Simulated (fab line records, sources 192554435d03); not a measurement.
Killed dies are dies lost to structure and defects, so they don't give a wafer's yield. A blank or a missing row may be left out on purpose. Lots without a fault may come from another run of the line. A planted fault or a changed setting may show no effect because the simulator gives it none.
fab line records | flow n5_finfet
record lots=24 wafers=72 last_day=19
route steps=1938 shown BEOL_M2@878
lots that met no fault: from a run of the same line without faults
start_h: hours from the record's first day to the start of the lot's first wafer shown | wait_h: hours since the lot's step before | " the same as in the row above | L1.1+2: a row that stands for several wafers | - no value, or no start given | * or withheld: withheld | < > ~ a bound
route shown NAME@n: a module of which the file shows steps, and the number in the route of the first | usual: mean/standard deviation of fault-free wafers | same: alike in all rows | chamber/n: place in a boat | sites: the reading at each site | _std_site: their standard deviation | _edge_site: outer sites' mean less inner sites' | radius_mm: how far each site lies from the wafer's centre | mask NAME#n: copy n | behind: the tool/chamber that last shaped the wafer | hold: why the lot was held/for how many hours/how that ended | device: the transistor (n, p or np) that didn't switch | end of line: the same wafers' tests at the end of the route | a step without rows: its recipe alone | killed: dies lost to structure and defects at the first sort, not the wafer's yield | map: a wafer's dies, x killed, . not, _ none there
set.NAME: the setting as run; set.NAME@STEP: as run at that earlier step | model.NAME: the simulator's own value behind a step, which no gauge read
steps of the route over a sample of lots; a table a step, a row a wafer
services: from which hour (start_h, from the record's first day; less than 0 if before it) a tool's chamber was out of use, for how many hours, and why
## steps
# step N5_BEOL_M2_INSPECT_30
# recipe mode=adi inspect_instrument=brightfield
# usual raw_defect_count=427/77
# columns lot.wafer tool chamber start_h wait_h raw_defect_count
L074.2 defect_inspect-02 - 135.84 0.0 529
L074.3 " - " " 388
L074.5 " - " " 481
L075.3 defect_inspect-02 - 139.91 0.0 402
L075.4 " - " " 496
L075.6 " - " " 396
L076.1 defect_inspect-02 - 143.44 0.1 389
L076.2 " - " " 361
L076.6 " - " " 488
L077.3 defect_inspect-01 - 158.24 0.0 517
L077.4 " - " " 372
L077.5 " - " " 434
L078.1 defect_inspect-01 - 161.43 0.1 514
L078.2 " - " " 352
L078.4 " - " " 467
L080.1 defect_inspect-02 - 170.36 0.1 519
L080.2 " - " " 362
L080.6 " - " " 394
L081.1 defect_inspect-02 - 172.68 0.1 402
L081.4 " - " " 340
L081.6 " - " " 403
L079.1 defect_inspect-01 - 173.71 0.1 363
L079.3 " - " " 491
L079.6 " - " " 461
L083.2 defect_inspect-02 - 189.27 0.0 560
L083.3 " - " " 336
L083.4 " - " " 350
L082.2 defect_inspect-02 - 195.82 0.0 317
L082.4 " - " " 362
L082.5 " - " " 301
L084.4 defect_inspect-02 - 204.75 0.0 460
L084.5 " - " " 461
L084.6 " - " " 345
L085.3 defect_inspect-02 - 210.15 0.0 378
L085.4 " - " " 480
L085.5 " - " " 456
L086.1 defect_inspect-02 - 214.26 0.1 358
L086.3 " - " " 469
L086.5 " - " " 463
L087.3 defect_inspect-02 - 218.10 0.0 317
L087.4 " - " " 374
L087.6 " - " " 377
L088.1 defect_inspect-02 - 230.00 0.1 424
L088.3 " - " " 483
L088.4 " - " " 574
L089.1 defect_inspect-02 - 235.09 0.1 438
L089.2 " - " " 435
L089.6 " - " " 439
L090.1 defect_inspect-02 - 236.37 0.1 450
L090.2 " - " " 369
L090.4 " - " " 402
L091.4 defect_inspect-02 - 251.76 0.0 521
L091.5 " - " " 427
L091.6 " - " " 385
L092.1 defect_inspect-02 - 253.03 0.1 401
L092.3 " - " " 370
L092.4 " - " " 362
L093.1 defect_inspect-02 - 256.72 0.1 376
L093.2 " - " " 512
L093.5 " - " " 420
L094.1 defect_inspect-02 - 272.91 0.1 403
L094.3 " - " " 345
L094.5 " - " " 453
L095.4 defect_inspect-02 - 273.13 0.0 409
L095.5 " - " " 441
L095.6 " - " " 422
L096.3 defect_inspect-02 - 273.51 0.0 405
L096.5 " - " " 610
L096.6 " - " " 442
L097.2 defect_inspect-02 - 274.89 0.0 493
L097.3 " - " " 606
L097.5 " - " " 346
# step N5_BEOL_M2_ETCH_41
# recipe chemistry=CH3F/O2 target=SiCN target_depth_a=299 taper_deg=2 time_s=52.5 ion_energy_ev=120 mask_material=TiN pressure_mtorr=30 source_w=395 bias_w=75 Ar_flow_sccm=150 CH3F_flow_sccm=30 O2_flow_sccm=20
# usual drypump_motor_current_A=5.6/0.45 oes_product_au=0.77/0.037 rf_vpp_V=297.1/1.5 showerhead_plenum_p_Torr=1.99/0.072 throttle_valve_pct=16.31/0.11
# same time_s=52.5
# columns lot.wafer tool chamber start_h wait_h drypump_motor_current_A oes_product_au rf_hours_counter_h rf_vpp_V showerhead_plenum_p_Torr throttle_valve_pct
L074.2 rie_diel-01 3 - - 5.4 0.77 120 295.1 1.94 16.49
L074.3 " 0 " " 6.3 0.76 116 296.2 1.91 16.32
L074.5 " 0 " " 6.2 0.76 - 295.8 1.91 16.31
L075.3 rie_diel-04 3 - - 5.6 0.73 187 299.2 2.07 16.28
L075.4 " 2 " " 4.7 0.94 8 297.1 2.06 16.36
L075.6 " 1 " " 5.8 0.78 - 297.5 2.04 16.39
L076.1 rie_diel-02 1 - - 5.2 0.78 118 296.7 2.02 16.31
L076.2 " 2 " " 5.8 0.76 92 299.6 2.12 16.27
L076.6 " 0 " " 6.1 0.80 - 295.3 1.91 16.29
L077.3 rie_diel-01 2 - - 5.6 0.80 84 297.4 2.00 16.03
L077.4 " 0 " " 6.2 0.77 121 295.4 1.91 16.32
L077.5 " 1 " " 5.8 0.80 - 294.8 1.95 16.13
L078.1 rie_diel-02 3 - - 4.9 0.86 42 298.8 2.03 16.26
L078.2 " 2 " " 5.8 0.76 94 299.2 2.12 16.26
L078.4 " 1 " " 5.2 0.76 120 297.4 2.02 16.32
L080.1 rie_diel-02 0 - - 6.1 0.80 120 295.3 1.91 16.30
L080.2 " 2 " " 5.8 0.77 97 299.9 2.12 16.27
L080.6 " 3 " " 4.9 0.85 - 298.5 2.03 16.28
L081.1 rie_diel-02 1 - - 5.2 0.77 124 295.9 2.02 16.32
L081.4 " 3 " " 4.8 0.85 46 297.7 2.03 16.26
L081.6 " 1 " " 5.2 0.77 - 298.3 2.02 16.32
L079.1 rie_diel-02 1 - - 5.2 0.77 126 297.5 2.02 16.30
L079.3 " 0 " " 6.1 0.80 124 296.6 1.91 16.32
L079.6 " 2 " " 5.8 0.76 - 300.6 2.12 16.27
L083.2 rie_diel-02 1 - - 5.2 0.76 130 298.9 2.02 16.33
L083.3 " 2 " " 5.8 0.76 105 297.8 2.12 16.27
L083.4 " 0 " " 6.2 0.78 128 297.0 1.91 16.32
L082.2 rie_diel-02 2 - - 5.8 0.75 105 299.8 2.12 16.28
L082.4 " 0 " " 6.1 0.79 - 294.5 1.91 16.31
L082.5 " 3 " " 4.9 0.84 - 296.8 2.03 16.29
L084.4 rie_diel-02 2 - - 5.8 0.75 110 298.9 2.12 16.29
L084.5 " 1 " " 5.2 0.74 - 297.6 2.02 16.35
L084.6 " 0 " " 6.2 0.78 - 295.3 1.91 16.34
L085.3 rie_diel-02 3 - - 4.8 0.84 57 297.6 2.02 16.29
L085.4 " 1 " " 5.2 0.76 136 297.5 2.02 16.32
L085.5 " 2 " " 5.8 0.75 - 300.2 2.11 16.32
L086.1 rie_diel-02 3 - - 4.9 0.84 58 298.6 2.02 16.29
L086.3 " 2 " " 5.7 0.75 112 298.8 2.11 16.32
L086.5 " 2 " " 5.8 0.74 - 299.5 2.11 16.29
L087.3 rie_diel-01 2 - - 5.6 0.78 104 297.2 1.99 16.07
L087.4 " 3 " " 5.4 0.75 145 296.1 1.93 16.56
L087.6 " 2 " " 5.6 0.78 - 298.7 1.99 16.08
L088.1 rie_diel-02 0 - - 6.1 0.78 142 295.1 1.91 16.34
L088.3 " 3 " " 4.9 0.83 65 298.0 2.02 16.30
L088.4 " 2 " " 5.8 0.74 119 300.4 2.11 16.31
L089.1 rie_diel-02 3 - - 4.9 0.83 67 299.0 2.02 16.31
L089.2 " 2 " " 5.8 0.75 121 299.5 2.11 16.31
L089.6 " 1 " " 5.2 0.75 - 298.0 2.01 16.35
L090.1 rie_diel-01 0 - - 6.2 0.75 147 294.7 1.90 16.38
L090.2 " 3 " " 5.4 0.75 151 296.2 1.93 16.54
L090.4 " 1 " " 5.8 0.78 118 295.0 1.94 16.23
L091.4 rie_diel-02 1 - - 5.2 0.74 - 296.6 2.01 16.37
L091.5 " 0 " " 6.1 0.77 - 296.6 1.90 16.35
L091.6 " 3 " " 4.9 0.83 - 296.9 2.02 16.31
L092.1 rie_diel-02 1 - - 5.2 0.74 153 296.4 2.01 16.36
L092.3 " 2 " " 5.8 0.74 127 300.0 2.11 16.33
L092.4 " 2 " " 5.8 0.73 - 299.4 2.11 16.33
L093.1 rie_diel-01 0 - - 6.2 0.74 155 296.4 1.90 16.39
L093.2 " 1 " " 5.7 0.78 125 295.3 1.94 16.20
L093.5 " 1 " " 5.8 0.78 - 296.0 1.94 16.21
L094.1 rie_diel-01 3 - - 5.4 0.73 165 295.0 1.92 16.58
L094.3 " 2 " " 5.6 0.76 125 297.2 1.98 16.12
L094.5 " 2 " " 5.6 0.76 - 298.2 1.98 16.10
L095.4 rie_diel-01 3 - - 5.4 0.73 166 294.8 1.92 16.57
L095.5 " 0 " " 6.2 0.73 - 293.9 1.90 16.43
L095.6 " 1 " " 5.8 0.76 - 295.2 1.94 16.23
L096.3 rie_diel-01 3 - - 5.4 0.73 166 295.6 1.92 16.58
L096.5 " 3 " " 5.5 0.74 - 295.9 1.92 16.59
L096.6 " 0 " " 6.2 0.74 - 296.5 1.90 16.39
L097.2 rie_diel-01 0 - - 6.2 0.74 165 296.1 1.90 16.40
L097.3 " 3 " " 5.4 0.72 169 296.2 1.92 16.59
L097.5 " 0 " " 6.2 0.74 - 295.4 1.90 16.41
# step N5_BEOL_M2_OCD_MEAS_38
# usual trench_depth_nm=55.3/1.4
# columns lot.wafer tool chamber start_h wait_h trench_depth_nm
L074.2 ocd-01 - 145.68 - 56.1
L074.3 " - " " 55.5
L074.5 " - " " 55.5
L075.3 ocd-02 - 152.04 - 53.8
L075.4 " - " " 55.4
L075.6 " - " " 54.7
L076.1 ocd-01 - 159.41 - 56.8
L076.2 " - " " 51.8
L076.6 " - " " 55.6
L077.3 ocd-02 - 161.46 - 55.4
L077.4 " - " " 56.5
L077.5 " - " " 55.5
L078.1 ocd-02 - 165.74 - 55.6
L078.2 " - " " 52.4
L078.4 " - " " 56.8
L080.1 ocd-01 - 172.69 - 54.9
L080.2 " - " " 52.5
L080.6 " - " " 55.7
L081.1 ocd-02 - 175.29 - 56.5
L081.4 " - " " 55.7
L081.6 " - " " 57.0
L079.1 ocd-02 - 184.23 - 56.3
L079.3 " - " " 56.8
L079.6 " - " " 52.3
L083.2 ocd-02 - 193.42 - 55.6
L083.3 " - " " 52.4
L083.4 " - " " 56.1
L082.2 ocd-02 - 196.60 - 53.0
L082.4 " - " " 55.5
L082.5 " - " " 56.0
L084.4 ocd-02 - 211.69 - 53.0
L084.5 " - " " 56.2
L084.6 " - " " 56.4
L085.3 ocd-01 - 213.12 - 57.1
L085.4 " - " " 56.2
L085.5 " - " " 53.6
L086.1 ocd-01 - 215.54 - 56.2
L086.3 " - " " 53.4
L086.5 " - " " 52.6
L087.3 ocd-02 - 224.11 - 55.5
L087.4 " - " " 55.9
L087.6 " - " " 55.1
L088.1 ocd-02 - 233.19 - 55.8
L088.3 " - " " 56.3
L088.4 " - " " 52.1
L089.1 ocd-02 - 239.01 - 56.1
L089.2 " - " " 51.9
L089.6 " - " " 55.4
L090.1 ocd-02 - 241.90 - 55.6
L090.2 " - " " 55.6
L090.4 " - " " 54.2
L091.4 ocd-01 - 252.59 - 56.5
L091.5 " - " " 56.2
L091.6 " - " " 56.5
L092.1 ocd-02 - 257.13 - 56.6
L092.3 " - " " 51.9
L092.4 " - " " 51.6
L093.1 ocd-02 - 262.20 - 56.2
L093.2 " - " " 55.1
L093.5 " - " " 55.2
L094.1 ocd-01 - 278.99 - 55.5
L094.3 " - " " 54.6
L094.5 " - " " 54.1
L095.4 ocd-02 - 281.03 - 56.6
L095.5 " - " " 57.7
L095.6 " - " " 55.8
L096.3 ocd-01 - 281.81 - 55.8
L096.5 " - " " 54.8
L096.6 " - " " 56.3
L097.2 ocd-01 - 285.96 - 57.0
L097.3 " - " " 55.0
L097.5 " - " " 55.5
# step N5_BEOL_M2_SURFACE_TREAT_85
# recipe gas=Ar time_s=* ion_energy_ev=* ion_current_ma_cm2=0.5 pressure_mtorr=* ar_flow_sccm=30
# usual throttle_valve_pct=*
# same time_s=*
# columns lot.wafer tool chamber start_h wait_h throttle_valve_pct
L074.2 pvd_sputter-02 - 147.77 1.3 *
L074.3 " - " " *
L074.5 " - " " *
L075.3 pvd_sputter-02 - 152.80 0.2 *
L075.4 " - " " *
L075.6 " - " " *
L076.1 pvd_sputter-03 - 160.30 0.2 *
L076.2 " - " " *
L076.6 " - " " *
L077.3 pvd_sputter-03 - 162.50 0.6 *
L077.4 " - " " *
L077.5 " - " " *
L078.1 pvd_sputter-02 - 166.49 0.1 *
L078.2 " - " " *
L078.4 " - " " *
L080.1 pvd_sputter-03 - 175.09 0.1 *
L080.2 " - " " *
L080.6 " - " " *
L081.1 pvd_sputter-01 - 176.44 0.4 *
L081.4 " - " " *
L081.6 " - " " *
L079.1 pvd_sputter-03 - 185.13 0.2 *
L079.3 " - " " *
L079.6 " - " " *
L083.2 pvd_sputter-01 - 194.37 0.2 *
L083.3 " - " " *
L083.4 " - " " *
L082.2 pvd_sputter-03 - 197.57 0.2 *
L082.4 " - " " *
L082.5 " - " " *
L084.4 pvd_sputter-01 - 212.87 0.2 *
L084.5 " - " " *
L084.6 " - " " *
L085.3 pvd_sputter-02 - 215.57 0.2 *
L085.4 " - " " *
L085.5 " - " " *
L086.1 pvd_sputter-03 - 216.53 0.2 *
L086.3 " - " " *
L086.5 " - " " *
L087.3 pvd_sputter-02 - 225.07 0.1 *
L087.4 " - " " *
L087.6 " - " " *
L088.1 pvd_sputter-03 - 234.00 0.1 *
L088.3 " - " " *
L088.4 " - " " *
L089.1 pvd_sputter-02 - 240.31 0.2 *
L089.2 " - " " *
L089.6 " - " " *
L090.1 pvd_sputter-01 - 243.23 0.2 *
L090.2 " - " " *
L090.4 " - " " *
L091.4 pvd_sputter-03 - 254.80 1.7 *
L091.5 " - " " *
L091.6 " - " " *
L092.1 pvd_sputter-03 - 258.34 0.3 *
L092.3 " - " " *
L092.4 " - " " *
L093.1 pvd_sputter-02 - 263.28 0.3 *
L093.2 " - " " *
L093.5 " - " " *
L094.1 pvd_sputter-02 - 280.05 0.1 *
L094.3 " - " " *
L094.5 " - " " *
L095.4 pvd_sputter-01 - 282.01 0.2 *
L095.5 " - " " *
L095.6 " - " " *
L096.3 pvd_sputter-03 - 283.79 1.5 *
L096.5 " - " " *
L096.6 " - " " *
L097.2 pvd_sputter-03 - 286.89 0.2 *
L097.3 " - " " *
L097.5 " - " " *
# step N5_BEOL_M2_SPUTTER_79
# recipe material=Cu target_thk_a=45 temp_c=-20 chamber_pressure_pa=0.07 power_w=withheld time_s=8.29
# usual substrate_temp_c=-20.01/0.11 throttle_valve_pct=30.1/0.89
# same time_s=8.29
# columns lot.wafer tool chamber start_h wait_h substrate_temp_c throttle_valve_pct
L074.2 pvd_sputter-02 - 148.23 0.1 -20.26 31.0
L074.3 " - " " -19.88 30.6
L074.5 " - " " -20.22 31.0
L075.3 pvd_sputter-01 - 153.67 0.1 -20.05 30.8
L075.4 " - " " -20.13 29.9
L075.6 " - " " -20.17 30.2
L076.1 pvd_sputter-03 - 160.84 0.1 -20.05 30.4
L076.2 " - " " -20.07 30.3
L076.6 " - " " -20.07 30.3
L077.3 pvd_sputter-03 - 163.00 0.1 -20.04 30.4
L077.4 " - " " -20.07 30.1
L077.5 " - " " -19.91 30.0
L078.1 pvd_sputter-03 - 168.51 0.1 -19.86 30.7
L078.2 " - " " -19.71 30.2
L078.4 " - " " -19.89 30.3
L080.1 pvd_sputter-03 - 175.55 0.1 -20.05 30.4
L080.2 " - " " -20.21 31.2
L080.6 " - " " -20.04 30.0
L081.1 pvd_sputter-01 - 179.03 0.1 -19.84 30.0
L081.4 " - " " -20.00 30.9
L081.6 " - " " -19.98 31.2
L079.1 pvd_sputter-03 - 185.81 0.1 -20.16 30.3
L079.3 " - " " -20.01 30.3
L079.6 " - " " -19.95 30.4
L083.2 pvd_sputter-01 - 196.47 0.1 -20.07 30.0
L083.3 " - " " -19.90 31.0
L083.4 " - " " -20.01 30.3
L082.2 pvd_sputter-03 - 198.15 0.1 -19.92 30.4
L082.4 " - " " -20.11 30.2
L082.5 " - " " -20.05 31.0
L084.4 pvd_sputter-02 - 213.47 0.1 -20.00 31.1
L084.5 " - " " -20.08 31.2
L084.6 " - " " -20.10 28.2
L085.3 pvd_sputter-02 - 216.03 0.1 -19.94 30.1
L085.4 " - " " -19.86 30.3
L085.5 " - " " -19.84 31.2
L086.1 pvd_sputter-03 - 217.05 0.1 -19.95 30.3
L086.3 " - " " -19.97 30.0
L086.5 " - " " -20.17 30.8
L087.3 pvd_sputter-01 - 226.97 0.1 -19.97 31.3
L087.4 " - " " -20.07 30.8
L087.6 " - " " -20.09 28.4
L088.1 pvd_sputter-03 - 234.60 0.1 -19.86 30.4
L088.3 " - " " -20.17 30.4
L088.4 " - " " -19.93 31.0
L089.1 pvd_sputter-02 - 240.85 0.1 -19.91 29.8
L089.2 " - " " -20.02 31.1
L089.6 " - " " -20.01 31.0
L090.1 pvd_sputter-01 - 243.97 0.1 -20.19 30.5
L090.2 " - " " -19.94 30.6
L090.4 " - " " -20.11 28.0
L091.4 pvd_sputter-03 - 255.64 0.1 -20.16 30.2
L091.5 " - " " -19.90 31.1
L091.6 " - " " -20.00 30.2
L092.1 pvd_sputter-01 - 260.78 0.1 -19.95 30.8
L092.3 " - " " -20.18 30.6
L092.4 " - " " -19.89 30.0
L093.1 pvd_sputter-03 - 263.80 0.1 -20.01 30.3
L093.2 " - " " -20.12 30.0
L093.5 " - " " -20.15 30.9
L094.1 pvd_sputter-02 - 280.55 0.1 -19.84 30.2
L094.3 " - " " -20.08 31.2
L094.5 " - " " -20.04 31.0
L095.4 pvd_sputter-02 - 282.47 0.1 -19.97 28.1
L095.5 " - " " -20.01 30.0
L095.6 " - " " -19.97 28.1
L096.3 pvd_sputter-01 - 284.31 0.1 -20.05 29.9
L096.5 " - " " -20.02 30.2
L096.6 " - " " -20.03 30.9
L097.2 pvd_sputter-02 - 287.47 0.1 -20.21 30.3
L097.3 " - " " -20.13 28.1
L097.5 " - " " -19.95 30.4
# step N5_BEOL_M2_SPUTTER_92
# recipe material=Cu target_thk_a=45 temp_c=-20 chamber_pressure_pa=0.07 power_w=withheld time_s=8.29
# usual substrate_temp_c=-20.01/0.11 throttle_valve_pct=30.1/0.91
# same time_s=8.29
# columns lot.wafer tool chamber start_h wait_h substrate_temp_c throttle_valve_pct
L074.2 pvd_sputter-02 - 149.33 0.1 -19.96 31.3
L074.3 " - " " -19.97 30.5
L074.5 " - " " -19.90 31.1
L075.3 pvd_sputter-01 - 154.77 0.1 -19.81 30.9
L075.4 " - " " -19.76 29.8
L075.6 " - " " -20.02 29.9
L076.1 pvd_sputter-03 - 161.94 0.1 -19.91 30.2
L076.2 " - " " -19.98 30.1
L076.6 " - " " -20.06 30.1
L077.3 pvd_sputter-03 - 164.10 0.1 -19.89 30.2
L077.4 " - " " -19.94 30.0
L077.5 " - " " -20.06 30.3
L078.1 pvd_sputter-03 - 169.61 0.1 -20.12 30.5
L078.2 " - " " -19.96 30.5
L078.4 " - " " -19.95 30.5
L080.1 pvd_sputter-03 - 176.65 0.1 -19.99 30.2
L080.2 " - " " -20.01 30.9
L080.6 " - " " -19.91 30.1
L081.1 pvd_sputter-01 - 180.13 0.1 -20.00 29.8
L081.4 " - " " -19.97 31.3
L081.6 " - " " -19.91 31.1
L079.1 pvd_sputter-03 - 186.91 0.1 -20.06 30.6
L079.3 " - " " -19.99 30.2
L079.6 " - " " -20.05 30.2
L083.2 pvd_sputter-01 - 197.57 0.1 -20.23 30.2
L083.3 " - " " -19.97 31.1
L083.4 " - " " -19.87 30.4
L082.2 pvd_sputter-03 - 199.25 0.1 -20.14 30.3
L082.4 " - " " -20.22 30.1
L082.5 " - " " -20.25 31.1
L084.4 pvd_sputter-02 - 214.57 0.1 -20.18 31.2
L084.5 " - " " -20.15 31.1
L084.6 " - " " -20.02 28.2
L085.3 pvd_sputter-02 - 217.13 0.1 -20.11 29.8
L085.4 " - " " -20.06 30.4
L085.5 " - " " -20.24 31.3
L086.1 pvd_sputter-03 - 218.15 0.1 -20.00 30.5
L086.3 " - " " -20.01 30.1
L086.5 " - " " -20.05 30.9
L087.3 pvd_sputter-01 - 228.07 0.1 -20.14 31.1
L087.4 " - " " -19.96 30.3
L087.6 " - " " -19.93 28.0
L088.1 pvd_sputter-03 - 235.70 0.1 -19.88 30.3
L088.3 " - " " -20.14 30.1
L088.4 " - " " -20.12 31.1
L089.1 pvd_sputter-02 - 241.99 0.1 -20.06 29.6
L089.2 " - " " -20.10 31.0
L089.6 " - " " -20.09 31.1
L090.1 pvd_sputter-01 - 245.07 0.1 -19.99 31.2
L090.2 " - " " -19.88 30.3
L090.4 " - " " -20.15 28.4
L091.4 pvd_sputter-03 - 256.96 0.1 -20.18 30.1
L091.5 " - " " -19.94 31.0
L091.6 " - " " -20.14 30.3
L092.1 pvd_sputter-01 - 261.88 0.1 -19.83 31.0
L092.3 " - " " -19.99 30.4
L092.4 " - " " -19.90 30.2
L093.1 pvd_sputter-03 - 264.90 0.1 -20.05 30.5
L093.2 " - " " -19.97 30.3
L093.5 " - " " -20.08 30.9
L094.1 pvd_sputter-02 - 281.65 0.1 -20.23 29.9
L094.3 " - " " -20.17 31.3
L094.5 " - " " -20.21 31.1
L095.4 pvd_sputter-02 - 283.57 0.1 -19.85 28.1
L095.5 " - " " -20.01 30.1
L095.6 " - " " -19.72 28.1
L096.3 pvd_sputter-01 - 285.41 0.1 -20.12 29.8
L096.5 " - " " -19.98 29.8
L096.6 " - " " -20.25 30.9
L097.2 pvd_sputter-02 - 288.57 0.1 -19.92 30.4
L097.3 " - " " -20.16 28.4
L097.5 " - " " -20.06 30.5
## services
# columns tool chamber start_h hours kind
rie_diel-04 - 134.04 2.8 pm
pvd_sputter-03 - 138.10 13.5 repair
pvd_sputter-02 - 177.90 0.7 repair
rie_diel-02 2 180.71 1.5 repair
rie_diel-02 3 182.82 5.4 repair
rie_diel-04 0 204.10 - clean
rie_diel-04 0 204.10 - consumable_replace:focus_ring
rie_diel-04 0 204.10 - consumable_replace:showerhead
rie_diel-04 0 204.10 12.5 scheduled_down
rie_diel-04 0 204.10 12.5 vent_cycle
rie_diel-01 - 205.96 2.7 repair
rie_diel-04 1 218.53 47.5 repair
rie_diel-02 2 251.79 2.0 repair
rie_diel-02 0 254.07 3.1 repair
## key
fault none
